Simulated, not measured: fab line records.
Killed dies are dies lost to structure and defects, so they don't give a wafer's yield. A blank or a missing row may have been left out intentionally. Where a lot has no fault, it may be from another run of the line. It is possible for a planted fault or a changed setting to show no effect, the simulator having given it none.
fab line records -- flow n5Finfet -- part 1 of 2: steps 1 to 4 of 6
[record] lots = 24, wafers = 72, lastDay = 19
route steps=1938 shown BEOL_M13@1704 BEOL_M14@1751 BEOL_M15@1774
lots untouched by any fault: they come from a run of this same line in which no faults occurred
startH: start of the lot's first displayed wafer, in hours after the record's first day -- waitH: hours since the lot's step before -- " as in the row above -- L1.1+2: several wafers, shown together as one row -- - no value, or no start was given -- * or withheld: withheld -- < > ~ a bound
route shown NAME@n: names a module that has steps shown in the file, with the first one's number in the route -- usual: mean and standard deviation over wafers with no fault -- same: alike in all rows -- chamber/n: place in a boat -- sites: the reading at each site -- _std_site: the standard deviation of these -- _edge_site: the outer-site mean with the inner-site mean subtracted -- radiusMm: for every site, how far away it sits from the centre of the wafer -- mask NAME#n: copy n -- behind: the tool/chamber that last shaped the wafer -- hold: cause of the lot's hold/its duration in hours/its outcome -- device: transistor that didn't switch, given as n, p or np -- end of line: tests of these same wafers at the route's end -- a step with no rows: only its recipe -- killed: count of dies lost to structure and defects at first sort (not the wafer's yield) -- map: the dies of a wafer, with x for killed, . for not killed, _ for no die there
set.NAME: the setting as run; set.NAME@STEP: as run at that earlier step -- model.NAME: the simulator's own value behind a step, which no gauge read
the route's steps for a sample of lots (tables are steps, rows are wafers)
services: a tool's chamber out of use, with start hour (startH, from the record's first day; less than 0 if before it), hours out, and reason
[[steps]]
[step N5_BEOL_M13_PRE_CLEAN_42]
[recipe] gas = H2/He, timeS = 30, tempC = 250
[usual] heaterPowerW = 317/35
lot.wafer,tool,chamber,startH,waitH,heaterPowerW
L074.1,pvdSputter-03,-,283.28,0.0,280
L074.3,pvdSputter-03,-,283.28,0.0,262
L074.6,pvdSputter-03,-,283.28,0.0,345
L076.1,pvdSputter-02,-,295.89,0.0,287
L076.4,pvdSputter-02,-,295.89,0.0,383
L076.5,pvdSputter-02,-,295.89,0.0,284
L077.1,pvdSputter-01,-,312.71,0.0,308
L077.4,pvdSputter-01,-,312.71,0.0,349
L077.5,pvdSputter-01,-,312.71,0.0,313
L075.2,pvdSputter-01,-,313.13,0.0,318
L075.4,pvdSputter-01,-,313.13,0.0,354
L075.6,pvdSputter-01,-,313.13,0.0,295
L078.1,pvdSputter-01,-,323.13,0.0,312
L078.3,pvdSputter-01,-,323.13,0.0,346
L078.4,pvdSputter-01,-,323.13,0.0,293
L079.1,pvdSputter-03,-,324.13,0.0,346
L079.4,pvdSputter-03,-,324.13,0.0,290
L079.6,pvdSputter-03,-,324.13,0.0,275
L080.1,pvdSputter-01,-,332.76,0.0,348
L080.4,pvdSputter-01,-,332.76,0.0,354
L080.6,pvdSputter-01,-,332.76,0.0,316
L081.1,pvdSputter-01,-,343.53,0.0,293
L081.3,pvdSputter-01,-,343.53,0.0,317
L081.4,pvdSputter-01,-,343.53,0.0,345
L084.1,pvdSputter-02,-,347.87,0.0,283
L084.4,pvdSputter-02,-,347.87,0.0,336
L084.6,pvdSputter-02,-,347.87,0.0,389
L082.3,pvdSputter-01,-,349.12,0.0,292
L082.4,pvdSputter-01,-,349.12,0.0,353
L082.6,pvdSputter-01,-,349.12,0.0,319
L083.2,pvdSputter-02,-,352.52,0.0,385
L083.4,pvdSputter-02,-,352.52,0.0,320
L083.6,pvdSputter-02,-,352.52,0.0,289
L087.1,pvdSputter-01,-,362.96,0.0,318
L087.2,pvdSputter-01,-,362.96,0.0,349
L087.5,pvdSputter-01,-,362.96,0.0,357
L085.2,pvdSputter-03,-,370.13,0.0,281
L085.3,pvdSputter-03,-,370.13,0.0,358
L085.4,pvdSputter-03,-,370.13,0.0,266
L086.1,pvdSputter-03,-,383.95,0.0,355
L086.5,pvdSputter-03,-,383.95,0.0,284
L086.6,pvdSputter-03,-,383.95,0.0,267
L090.3,pvdSputter-02,-,391.79,0.0,387
L090.4,pvdSputter-02,-,391.79,0.0,329
L090.5,pvdSputter-02,-,391.79,0.0,287
L089.2,pvdSputter-03,-,397.99,0.0,270
L089.3,pvdSputter-03,-,397.99,0.0,260
L089.6,pvdSputter-03,-,397.99,0.0,275
L088.1,pvdSputter-01,-,400.19,0.0,288
L088.3,pvdSputter-01,-,400.19,0.0,353
L088.6,pvdSputter-01,-,400.19,0.0,301
L092.1,pvdSputter-01,-,408.95,0.0,323
L092.2,pvdSputter-01,-,408.95,0.0,349
L092.6,pvdSputter-01,-,408.95,0.0,323
L091.1,pvdSputter-01,-,411.39,0.0,313
L091.2,pvdSputter-01,-,411.39,0.0,289
L091.6,pvdSputter-01,-,411.39,0.0,320
L093.1,pvdSputter-02,-,417.34,0.0,279
L093.4,pvdSputter-02,-,417.34,0.0,389
L093.6,pvdSputter-02,-,417.34,0.0,323
L095.2,pvdSputter-01,-,425.19,0.0,346
L095.5,pvdSputter-01,-,425.19,0.0,350
L095.6,pvdSputter-01,-,425.19,0.0,313
L094.1,pvdSputter-02,-,430.43,0.0,323
L094.2,pvdSputter-02,-,430.43,0.0,285
L094.5,pvdSputter-02,-,430.43,0.0,383
L096.2,pvdSputter-01,-,431.36,0.0,352
L096.4,pvdSputter-01,-,431.36,0.0,351
L096.5,pvdSputter-01,-,431.36,0.0,358
L097.2,pvdSputter-03,-,435.87,0.0,291
L097.3,pvdSputter-03,-,435.87,0.0,262
L097.6,pvdSputter-03,-,435.87,0.0,275
[step N5_BEOL_M14_ETCH_68]
[recipe] chemistry = N2/H2, target = SOC, maskMaterial = SiARC, sourceW = 3000, biasW = 350, tempC = 40, timeS = 450, ionEnergyEv = 200, pressureMtorr = 30, n2FlowSccm = 200, h2FlowSccm = 200
[usual] drypumpMotorCurrentA = 5.8/0.5, oesProductAu = 0.81/0.086, rfVppV = 524/3.1, showerheadPlenumPTorr = 2.55/0.11, throttleValvePct = 17.7/0.34
lot.wafer,tool,chamber,startH,waitH,drypumpMotorCurrentA,oesProductAu,rfHoursCounterH,rfVppV,showerheadPlenumPTorr,throttleValvePct
L074.1,rieDiel-01,2,286.36,0.1,6.6,0.72,188,520,2.42,18.3
L074.3,rieDiel-01,0,286.36,0.1,6.4,0.70,233,525,2.60,18.1
L074.6,rieDiel-01,0,286.36,0.1,6.4,0.69,-,524,2.60,18.0
L076.1,rieDiel-04,3,298.82,0.1,5.2,0.90,18,528,2.70,17.2
L076.4,rieDiel-04,0,298.82,0.1,6.0,0.71,-,524,2.53,18.3
L076.5,rieDiel-04,1,298.82,0.1,6.4,0.85,-,526,2.59,17.5
L077.1,rieDiel-04,1,316.04,0.1,6.4,0.84,61,526,2.59,17.6
L077.4,rieDiel-04,3,316.04,0.1,5.2,0.89,26,529,2.70,17.2
L077.5,rieDiel-04,0,316.04,0.1,6.0,0.71,-,526,2.53,18.3
L075.2,rieDiel-03,0,316.48,0.1,5.6,0.92,17,529,2.73,17.6
L075.4,rieDiel-03,1,316.48,0.1,5.2,0.87,-,525,2.59,17.4
L075.6,rieDiel-03,2,316.48,0.1,5.3,0.72,-,521,2.43,17.5
L078.1,rieDiel-03,2,326.14,0.1,5.3,0.72,180,520,2.42,17.5
L078.3,rieDiel-03,1,326.14,0.1,5.2,0.86,45,525,2.59,17.5
L078.4,rieDiel-03,1,326.14,0.1,5.2,0.85,-,526,2.59,17.5
L079.1,rieDiel-01,0,327.58,0.1,6.4,0.68,247,527,2.59,18.1
L079.4,rieDiel-01,3,327.58,0.1,5.9,0.85,91,521,2.44,17.2
L079.6,rieDiel-01,3,327.58,0.1,5.9,0.85,-,521,2.44,17.2
L080.1,rieDiel-04,3,336.51,0.1,5.2,0.87,34,528,2.69,17.2
L080.4,rieDiel-04,1,336.51,0.1,6.4,0.82,69,525,2.58,17.6
L080.6,rieDiel-04,0,336.51,0.1,6.0,0.69,-,524,2.52,18.3
L081.1,rieDiel-04,3,346.53,0.1,5.2,0.86,37,529,2.69,17.2
L081.3,rieDiel-04,2,346.53,0.1,5.6,0.67,249,519,2.40,18.1
L081.4,rieDiel-04,0,346.53,0.1,6.0,0.69,202,523,2.52,18.3
L084.1,rieDiel-03,1,350.88,0.1,5.2,0.85,54,526,2.59,17.5
L084.4,rieDiel-03,2,350.88,0.1,5.3,0.72,189,521,2.42,17.5
L084.6,rieDiel-03,2,350.88,0.1,5.3,0.71,-,519,2.42,17.5
L082.3,rieDiel-03,3,352.46,0.1,6.5,0.93,9,526,2.61,17.5
L082.4,rieDiel-03,1,352.46,0.1,5.2,0.86,54,525,2.59,17.5
L082.6,rieDiel-03,1,352.46,0.1,5.2,0.85,-,524,2.59,17.5
L083.2,rieDiel-04,1,355.50,0.1,6.4,0.82,78,525,2.58,17.6
L083.4,rieDiel-04,1,355.50,0.1,6.4,0.82,-,524,2.58,17.6
L083.6,rieDiel-04,3,355.50,0.1,5.2,0.87,-,529,2.69,17.2
L087.1,rieDiel-03,0,366.41,0.1,5.6,0.89,32,528,2.73,17.6
L087.2,rieDiel-03,2,366.41,0.1,5.3,0.71,195,520,2.42,17.5
L087.5,rieDiel-03,1,366.41,0.1,5.2,0.85,-,526,2.59,17.5
L085.2,rieDiel-03,1,373.18,0.1,5.2,0.84,62,527,2.58,17.5
L085.3,rieDiel-03,0,373.18,0.1,5.6,0.88,34,528,2.72,17.6
L085.4,rieDiel-03,2,373.18,0.1,5.3,0.69,197,520,2.42,17.6
L086.1,rieDiel-01,2,387.22,0.1,6.6,0.70,225,520,2.41,18.4
L086.5,rieDiel-01,3,387.22,0.1,5.9,0.82,-,520,2.43,17.3
L086.6,rieDiel-01,0,387.22,0.1,6.4,0.96,-,527,2.59,17.6
L090.3,rieDiel-01,0,395.29,0.1,6.4,0.95,13,526,2.59,17.6
L090.4,rieDiel-01,2,395.29,0.1,6.5,0.70,227,519,2.41,18.4
L090.5,rieDiel-01,3,395.29,0.1,6.0,0.83,-,522,2.43,17.3
L089.2,rieDiel-01,0,401.56,0.1,6.4,0.95,15,526,2.58,17.7
L089.3,rieDiel-01,2,401.56,0.1,6.6,0.69,229,520,2.41,18.4
L089.6,rieDiel-01,3,401.56,0.1,6.0,0.81,-,522,2.43,17.3
L088.1,rieDiel-03,0,403.59,0.1,5.6,0.87,46,528,2.72,17.6
L088.3,rieDiel-03,3,403.59,0.1,6.5,0.89,27,525,2.60,17.5
L088.6,rieDiel-03,0,403.59,0.1,5.6,0.88,-,528,2.72,17.6
L092.1,rieDiel-04,3,412.29,0.1,5.2,0.84,61,530,2.68,17.3
L092.2,rieDiel-04,2,412.29,0.1,5.6,0.92,17,529,2.71,17.7
L092.6,rieDiel-04,1,412.29,0.1,6.4,0.80,-,527,2.57,17.6
L091.1,rieDiel-04,0,414.43,0.1,6.0,0.68,223,523,2.51,18.3
L091.2,rieDiel-04,2,414.43,0.1,5.6,0.92,17,529,2.71,17.7
L091.6,rieDiel-04,3,414.43,0.1,5.2,0.83,-,529,2.68,17.3
L093.1,rieDiel-01,0,420.47,0.1,6.4,0.94,22,526,2.58,17.7
L093.4,rieDiel-01,2,420.47,0.1,6.6,0.69,237,520,2.40,18.4
L093.6,rieDiel-01,3,420.47,0.1,6.0,0.81,-,521,2.43,17.3
L095.2,rieDiel-04,3,428.21,0.1,5.2,0.83,67,527,2.68,17.3
L095.5,rieDiel-04,3,428.21,0.1,5.2,0.82,-,528,2.68,17.3
L095.6,rieDiel-04,2,428.21,0.1,5.6,0.90,-,529,2.70,17.7
L094.1,rieDiel-03,3,433.56,0.1,6.5,0.87,38,526,2.60,17.6
L094.2,rieDiel-03,1,433.56,0.1,5.2,0.81,83,525,2.58,17.5
L094.5,rieDiel-03,1,433.56,0.1,5.2,0.81,-,525,2.58,17.5
L096.2,rieDiel-03,3,435.14,0.1,6.5,0.87,39,524,2.60,17.5
L096.4,rieDiel-03,2,435.14,0.1,5.3,0.70,219,519,2.41,17.6
L096.5,rieDiel-03,3,435.14,0.1,6.5,0.87,-,524,2.60,17.5
L097.2,rieDiel-03,0,439.04,0.1,5.6,0.85,60,527,2.71,17.6
L097.3,rieDiel-03,2,439.04,0.1,5.3,0.69,221,520,2.41,17.6
L097.6,rieDiel-03,2,439.04,0.1,5.3,0.69,-,519,2.41,17.6
[step N5_BEOL_M15_THK_MEAS_01]
[recipe] reads = SiO2_of_BEOL_M15_ILD_DEP_00
[usual] M15_ILD_THK = 1638/23
lot.wafer,tool,chamber,startH,waitH,M15_ILD_THK[nm]
L074.1,filmMetro-01,-,289.09,0.1,1644
L074.3,filmMetro-01,-,289.09,0.1,1643
L074.6,filmMetro-01,-,289.09,0.1,1674
L076.1,filmMetro-01,-,302.09,0.1,1612
L076.4,filmMetro-01,-,302.09,0.1,1648
L076.5,filmMetro-01,-,302.09,0.1,1643
L077.1,filmMetro-01,-,320.27,0.1,1601
L077.4,filmMetro-01,-,320.27,0.1,1616
L077.5,filmMetro-01,-,320.27,0.1,1640
L075.2,filmMetro-01,-,320.54,0.1,1621
L075.4,filmMetro-01,-,320.54,0.1,1677
L075.6,filmMetro-01,-,320.54,0.1,1674
L078.1,filmMetro-01,-,328.86,0.1,1616
L078.3,filmMetro-01,-,328.86,0.1,1606
L078.4,filmMetro-01,-,328.86,0.1,1640
L079.1,filmMetro-01,-,332.60,0.1,1671
L079.4,filmMetro-01,-,332.60,0.1,1669
L079.6,filmMetro-01,-,332.60,0.1,1675
L080.1,filmMetro-01,-,342.16,0.1,1602
L080.4,filmMetro-01,-,342.16,0.1,1648
L080.6,filmMetro-01,-,342.16,0.1,1634
L081.1,filmMetro-02,-,349.92,0.1,1626
L081.3,filmMetro-02,-,349.92,0.1,1636
L081.4,filmMetro-02,-,349.92,0.1,1658
L084.1,filmMetro-02,-,353.55,0.1,1602
L084.4,filmMetro-02,-,353.55,0.1,1641
L084.6,filmMetro-02,-,353.55,0.1,1613
L082.3,filmMetro-01,-,359.25,0.1,1628
L082.4,filmMetro-01,-,359.25,0.1,1641
L082.6,filmMetro-01,-,359.25,0.1,1657
L083.2,filmMetro-01,-,359.55,0.3,1583
L083.4,filmMetro-01,-,359.55,0.3,1645
L083.6,filmMetro-01,-,359.55,0.3,1632
L087.1,filmMetro-02,-,371.58,0.1,1611
L087.2,filmMetro-02,-,371.58,0.1,1626
L087.5,filmMetro-02,-,371.58,0.1,1657
L085.2,filmMetro-02,-,377.55,0.1,1635
L085.3,filmMetro-02,-,377.55,0.1,1636
L085.4,filmMetro-02,-,377.55,0.1,1644
L086.1,filmMetro-01,-,392.95,0.1,1628
L086.5,filmMetro-01,-,392.95,0.1,1666
L086.6,filmMetro-01,-,392.95,0.1,1658
L090.3,filmMetro-02,-,399.12,0.1,1603
L090.4,filmMetro-02,-,399.12,0.1,1657
L090.5,filmMetro-02,-,399.12,0.1,1653
L089.2,filmMetro-01,-,405.10,0.3,1582
L089.3,filmMetro-01,-,405.10,0.3,1618
L089.6,filmMetro-01,-,405.10,0.3,1629
L088.1,filmMetro-02,-,407.01,0.1,1646
L088.3,filmMetro-02,-,407.01,0.1,1643
L088.6,filmMetro-02,-,407.01,0.1,1666
L092.1,filmMetro-01,-,415.40,0.1,1649
L092.2,filmMetro-01,-,415.40,0.1,1617
L092.6,filmMetro-01,-,415.40,0.1,1666
L091.1,filmMetro-01,-,419.62,0.1,1629
L091.2,filmMetro-01,-,419.62,0.1,1624
L091.6,filmMetro-01,-,419.62,0.1,1651
L093.1,filmMetro-01,-,425.89,0.1,1651
L093.4,filmMetro-01,-,425.89,0.1,1660
L093.6,filmMetro-01,-,425.89,0.1,1658
L095.2,filmMetro-02,-,432.71,0.1,1641
L095.5,filmMetro-02,-,432.71,0.1,1654
L095.6,filmMetro-02,-,432.71,0.1,1627
L094.1,filmMetro-01,-,436.46,0.1,1642
L094.2,filmMetro-01,-,436.46,0.1,1615
L094.5,filmMetro-01,-,436.46,0.1,1668
L096.2,filmMetro-02,-,440.13,0.1,1620
L096.4,filmMetro-02,-,440.13,0.1,1641
L096.5,filmMetro-02,-,440.13,0.1,1654
L097.2,filmMetro-01,-,442.29,0.1,1608
L097.3,filmMetro-01,-,442.29,0.1,1616
L097.6,filmMetro-01,-,442.29,0.1,1619
[step N5_BEOL_M15_ETCH_59]
[recipe] chemistry = N2/H2, target = BARC, targetDepthA = 890, overetchA = 267, timeS = 67.9, ionEnergyEv = 200, pressureMtorr = 30, sourceW = 840, biasW = 150, n2FlowSccm = 200, h2FlowSccm = 200
[usual] drypumpMotorCurrentA = 5.8/0.47, oesProductAu = 0.69/0.06, rfVppV = 524/3.2, showerheadPlenumPTorr = 2.54/0.11, throttleValvePct = 17.96/0.28
lot.wafer,tool,chamber,startH,waitH,drypumpMotorCurrentA,oesProductAu,rfHoursCounterH,rfVppV,showerheadPlenumPTorr,throttleValvePct
L074.1,rieDiel-06,3,289.52,0.0,6.0,0.59,230,520,2.39,18.13
L074.3,rieDiel-06,1,289.52,0.0,6.5,0.63,207,523,2.50,18.23
L074.6,rieDiel-06,3,289.52,0.0,6.0,0.59,-,521,2.39,18.12
L076.1,rieDiel-06,3,302.65,0.0,6.0,0.59,233,520,2.39,18.13
L076.4,rieDiel-06,1,302.65,0.0,6.4,0.62,211,524,2.50,18.22
L076.5,rieDiel-06,2,302.65,0.0,6.1,0.74,-,525,2.59,17.99
L077.1,rieDiel-05,3,320.70,0.0,5.2,0.59,247,523,2.51,17.75
L077.4,rieDiel-05,0,320.70,0.0,5.8,0.75,39,523,2.47,17.82
L077.5,rieDiel-05,2,320.70,0.0,6.0,0.61,-,527,2.65,18.44
L075.2,rieDiel-02,0,320.97,0.0,6.2,0.75,28,525,2.60,17.42
L075.4,rieDiel-02,2,320.97,0.0,5.3,0.65,-,522,2.43,17.92
L075.6,rieDiel-02,0,320.97,0.0,6.2,0.75,-,524,2.60,17.42
L078.1,rieDiel-05,1,329.28,0.0,5.6,0.81,14,526,2.61,17.75
L078.3,rieDiel-05,3,329.28,0.0,5.2,0.59,250,523,2.50,17.78
L078.4,rieDiel-05,0,329.28,0.0,5.8,0.75,42,522,2.47,17.83
L079.1,rieDiel-05,2,333.02,0.0,6.0,0.62,188,527,2.64,18.45
L079.4,rieDiel-05,2,333.02,0.0,6.0,0.61,-,526,2.64,18.45
L079.6,rieDiel-05,1,333.02,0.0,5.6,0.80,-,524,2.61,17.75
L080.1,rieDiel-05,0,342.71,0.0,5.8,0.74,46,524,2.47,17.84
L080.4,rieDiel-05,1,342.71,0.0,5.6,0.79,-,524,2.61,17.76
L080.6,rieDiel-05,2,342.71,0.0,6.0,0.62,-,527,2.64,18.45
L081.1,rieDiel-02,2,350.48,0.0,5.3,0.64,171,520,2.42,17.95
L081.3,rieDiel-02,1,350.48,0.0,6.5,0.70,77,527,2.69,17.91
L081.4,rieDiel-02,1,350.48,0.0,6.6,0.70,-,528,2.69,17.90
L084.1,rieDiel-06,2,353.98,0.0,6.1,0.72,66,527,2.58,18.02
L084.4,rieDiel-06,0,353.98,0.0,5.3,0.62,-,518,2.33,18.19
L084.6,rieDiel-06,2,353.98,0.0,6.1,0.72,-,524,2.58,18.02
L082.3,rieDiel-02,1,359.67,0.0,6.5,0.69,80,528,2.69,17.93
L082.4,rieDiel-02,2,359.67,0.0,5.3,0.64,174,522,2.42,17.94
L082.6,rieDiel-02,1,359.67,0.0,6.6,0.70,-,527,2.69,17.89
L083.2,rieDiel-06,2,360.00,0.0,6.1,0.71,68,525,2.58,17.99
L083.4,rieDiel-06,2,360.00,0.0,6.1,0.73,-,525,2.58,18.01
L083.6,rieDiel-06,2,360.00,0.0,6.1,0.72,-,524,2.58,18.03
L087.1,rieDiel-02,3,372.13,0.0,5.3,0.70,97,525,2.56,18.29
L087.2,rieDiel-02,2,372.13,0.0,5.3,0.64,178,519,2.42,17.95
L087.5,rieDiel-02,2,372.13,0.0,5.3,0.64,-,521,2.42,17.95
L085.2,rieDiel-02,2,378.29,0.0,5.3,0.64,179,521,2.42,17.94
L085.3,rieDiel-02,0,378.29,0.0,6.2,0.73,43,524,2.60,17.44
L085.4,rieDiel-02,3,378.29,0.0,5.2,0.70,99,523,2.56,18.31
L086.1,rieDiel-02,3,393.37,0.0,5.2,0.69,102,525,2.56,18.29
L086.5,rieDiel-02,0,393.37,0.0,6.2,0.73,-,526,2.60,17.44
L086.6,rieDiel-02,1,393.37,0.0,6.5,0.69,-,528,2.68,17.94
L090.3,rieDiel-02,3,399.67,0.0,5.2,0.69,105,523,2.56,18.31
L090.4,rieDiel-02,0,399.67,0.0,6.2,0.72,48,525,2.60,17.47
L090.5,rieDiel-02,3,399.67,0.0,5.3,0.70,-,525,2.56,18.30
L089.2,rieDiel-02,3,405.65,0.0,5.3,0.69,107,525,2.56,18.31
L089.3,rieDiel-02,1,405.65,0.0,6.6,0.68,94,528,2.68,17.93
L089.6,rieDiel-02,3,405.65,0.0,5.3,0.69,-,522,2.56,18.31
L088.1,rieDiel-05,0,407.60,0.0,5.9,0.72,67,523,2.46,17.87
L088.3,rieDiel-05,1,407.60,0.0,5.6,0.77,39,525,2.60,17.78
L088.6,rieDiel-05,3,407.60,0.0,5.2,0.79,-,523,2.50,17.41
L092.1,rieDiel-02,3,415.83,0.0,5.2,0.68,111,525,2.56,18.32
L092.2,rieDiel-02,1,415.83,0.0,6.5,0.69,97,527,2.68,17.94
L092.6,rieDiel-02,1,415.83,0.0,6.5,0.67,-,528,2.68,17.94
L091.1,rieDiel-02,1,420.17,0.0,6.6,0.68,99,527,2.68,17.93
L091.2,rieDiel-02,2,420.17,0.0,5.3,0.63,192,521,2.42,17.97
L091.6,rieDiel-02,3,420.17,0.0,5.2,0.68,-,524,2.56,18.31
L093.1,rieDiel-02,3,426.44,0.0,5.3,0.69,114,523,2.56,18.32
L093.4,rieDiel-02,0,426.44,0.0,6.2,0.72,59,524,2.59,17.46
L093.6,rieDiel-02,1,426.44,0.0,6.6,0.67,-,528,2.68,17.95
L095.2,rieDiel-06,3,433.26,0.0,6.0,0.78,18,528,2.69,17.83
L095.5,rieDiel-06,0,433.26,0.0,5.3,0.61,-,517,2.32,18.26
L095.6,rieDiel-06,2,433.26,0.0,6.1,0.69,-,525,2.57,18.05
L094.1,rieDiel-06,0,436.89,0.0,5.3,0.61,208,518,2.32,18.25
L094.2,rieDiel-06,3,436.89,0.0,6.0,0.79,20,529,2.69,17.82
L094.5,rieDiel-06,0,436.89,0.0,5.3,0.60,-,518,2.32,18.23
L096.2,rieDiel-06,2,440.55,0.0,6.1,0.69,95,524,2.57,18.08
L096.4,rieDiel-06,3,440.55,0.0,6.0,0.78,-,528,2.69,17.83
L096.5,rieDiel-06,2,440.55,0.0,6.1,0.69,-,526,2.57,18.07
L097.2,rieDiel-06,2,442.72,0.0,6.1,0.69,97,525,2.57,18.06
L097.3,rieDiel-06,0,442.72,0.0,5.3,0.60,212,517,2.32,18.24
L097.6,rieDiel-06,2,442.72,0.0,6.1,0.69,-,524,2.57,18.06
